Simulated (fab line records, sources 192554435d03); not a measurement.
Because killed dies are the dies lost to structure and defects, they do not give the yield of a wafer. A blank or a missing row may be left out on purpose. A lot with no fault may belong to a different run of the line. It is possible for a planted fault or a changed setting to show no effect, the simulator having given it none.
Matching of chambers | flow n5 finfet | 4 sister chambers for N5_BEOL_M7_ETCH_61 on rie diel-04
The step etches SiARC in CF4, target depth 45.5 nm, time 75.8 s. 20 wafers are shown with their chamber, then 10 later ones without.

== WAFERS, EACH WITH ITS CHAMBER ==
wafer  | chamber | showerhead plenum p Torr (Torr) | throttle valve pct (%) | drypump motor current A (A)
L076.3 | 1       | 2.12                            | 15.40                  | 6.1
L076.4 | 3       | 2.12                            | 16.14                  | 5.9
L076.6 | 1       | 2.12                            | 15.43                  | 6.1
L077.2 | 0       | 2.03                            | 15.77                  | 4.7
L077.5 | 3       | 2.12                            | 16.14                  | 6.0
L077.6 | 2       | 2.20                            | 15.33                  | 5.7
L079.1 | 1       | 2.12                            | 15.43                  | 6.1
L079.3 | 0       | 2.03                            | 15.77                  | 4.7
L079.5 | 2       | 2.20                            | 15.34                  | 5.8
L083.3 | 1       | 2.12                            | 15.44                  | 6.0
L083.4 | 2       | 2.20                            | 15.37                  | 5.7
L083.5 | 2       | 2.20                            | 15.35                  | 5.7
L086.2 | 2       | 2.20                            | 15.36                  | 5.7
L086.3 | 0       | 2.03                            | 15.79                  | 4.7
L086.5 | 0       | 2.03                            | 15.79                  | 4.7
L087.3 | 0       | 2.02                            | 15.79                  | 4.7
L087.4 | 0       | 2.02                            | 15.82                  | 4.7
L087.5 | 1       | 2.11                            | 15.47                  | 6.1
L090.2 | 0       | 2.02                            | 15.81                  | 4.7
L090.5 | 0       | 2.02                            | 15.81                  | 4.7

SIGNATURES (averages over the wafers above)
reading                  | chamber 0 | chamber 1 | chamber 2 | chamber 3 | scatter within a chamber
showerhead plenum p Torr | 2.0250    | 2.1180    | 2.2000    | 2.1200    | 0.00418
throttle valve pct       | 15.7937   | 15.4340   | 15.3500   | 16.1400   | 0.0192
drypump motor current A  | 4.700     | 6.080     | 5.720     | 5.950     | 0.0362
Rule: a wafer lies at a distance from a chamber equal to the root of the sum of squares, over the readings, of (its reading less the chamber's mean, divided by the reading's scatter). If the next closest chamber is less than 2 further off than the closest, the wafer can't be placed; otherwise it belongs to the closest. The scatter: take each reading less its chamber's mean, square it, sum over the shown wafers, divide by the number of wafers less the number of chambers, and take the root.

== WAFERS WITHOUT THEIR CHAMBER ==
wafer  | showerhead plenum p Torr (Torr) | throttle valve pct (%) | drypump motor current A (A)
L090.6 | 2.12                            | 16.19                  | 5.9
L089.1 | 2.12                            | 16.17                  | 5.9
L089.5 | 2.11                            | 15.48                  | 6.0
L089.6 | 2.19                            | 15.39                  | 5.8
L094.1 | 2.02                            | 15.82                  | 4.7
L094.2 | 2.11                            | 15.50                  | 6.1
L094.3 | 2.12                            | 15.71                  | 6.0
L096.2 | 2.11                            | 15.71                  | 6.0
L096.4 | 2.02                            | 15.83                  | 4.7
L096.5 | 2.11                            | 15.70                  | 5.9

== WHICH CHAMBER EACH WENT THROUGH ==
wafer  | from the rows above | in truth
L090.6 | 3                   | 3
L089.1 | 3                   | 3
L089.5 | 1                   | 1
L089.6 | 2                   | 2
L094.1 | 0                   | 0
L094.2 | 1                   | 1
L094.3 | 1                   | 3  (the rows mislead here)
L096.2 | 1                   | 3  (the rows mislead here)
L096.4 | 0                   | 0
L096.5 | 1                   | 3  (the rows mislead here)
Placed correctly: 7 of 10. Left unplaced by these rows: 0. Wrongly placed: 3.
